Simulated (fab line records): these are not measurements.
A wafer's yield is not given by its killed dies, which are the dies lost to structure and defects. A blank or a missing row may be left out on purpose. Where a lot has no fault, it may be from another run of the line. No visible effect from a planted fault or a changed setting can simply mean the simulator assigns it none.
Which of the tools did it?    flow nand harc    21 wafers from 7 lots sampled at 4 of the route's 1159 steps

WHAT THE GAUGES SHOWED, per wafer
NHARC_A_ONON_D1_THK_MEAS_02: measures by ellipsometry.
lot   measured      on             thk nm (nm)
L241  day 7 20:58   film metro-01  1012 1012 1013
L246  day 8 19:02   film metro-02  996 1561 994
L254  day 10 21:11  film metro-02  997 995 995
L258  day 11 17:44  film metro-02  996 993 995
L259  day 12 02:04  film metro-02  1007 1008 1008
L262  day 12 11:48  film metro-02  1003 1002 1004
L264  day 13 04:41  film metro-02  995 996 996

WHAT TOOL EACH LOT RAN ON (gives the tool, then ch and the chambers of the sampled wafers, and finally the start)
lot   NHARC_P_BONDPAD_DEGAS_25      NHARC_P_BONDPAD_ANNEAL_28         NHARC_A_ONON_D1_DEP_00
L241  pvd sputter-03, day 6 21:14   rtp anneal-02 ch 0, day 6 22:11   pecvd onon-02 ch 0, day 7 20:38
L246  pvd sputter-03, day 7 17:12   rtp anneal-02 ch 0, day 7 17:56   pecvd onon-04 ch 0, day 8 18:32
L254  pvd sputter-03, day 9 17:47   rtp anneal-02 ch 0, day 9 18:41   pecvd onon-02 ch 0, day 10 20:51
L258  pvd sputter-01, day 10 17:02  rtp anneal-01 ch 0, day 10 17:49  pecvd onon-02 ch 0, day 11 17:17
L259  pvd sputter-03, day 11 01:12  rtp anneal-02 ch 0, day 11 02:08  pecvd onon-02 ch 0, day 12 01:37
L262  pvd sputter-03, day 11 13:00  rtp anneal-02 ch 0, day 11 13:55  pecvd onon-02 ch 0, day 12 11:21
L264  pvd sputter-03, day 12 02:56  rtp anneal-02 ch 0, day 12 03:42  pecvd onon-04 ch 0, day 13 04:11
- NHARC_P_BONDPAD_DEGAS_25: time 60 s.
- NHARC_P_BONDPAD_ANNEAL_28: time 90 s.
- NHARC_A_ONON_D1_DEP_00: target thk 1000 nm.

THE ANSWER, worked out from the rows above alone
Rule: usual is defined by the lots themselves. The widest of any qualifying gaps counts: lots, ordered by their means at a reading, are off when they make up no more than a third of the lots, leave a main group of 4 or more, and stand apart from it by 3 or more times the standard deviation of that group's means. A main group is skipped when, at the precision printed for the reading in the tables above, its means are all equal. A lot without any number at a reading at which 4 lots or more have one is off too. The other lots that the step has rows for count as sound.
Off: L246 (NHARC_A_ONON_D1_THK_MEAS_02, thk nm). The main group has a mean of 1002 nm with a standard deviation of 6.7.
A tool fits if, at a process step before that reading, it ran every lot that is off, and no sound lot after the first of them. The gauges at NHARC_A_ONON_D1_THK_MEAS_02 are tried like those tools. Of those tried, none fits.

WHAT THE SIMULATOR HAD INSERTED
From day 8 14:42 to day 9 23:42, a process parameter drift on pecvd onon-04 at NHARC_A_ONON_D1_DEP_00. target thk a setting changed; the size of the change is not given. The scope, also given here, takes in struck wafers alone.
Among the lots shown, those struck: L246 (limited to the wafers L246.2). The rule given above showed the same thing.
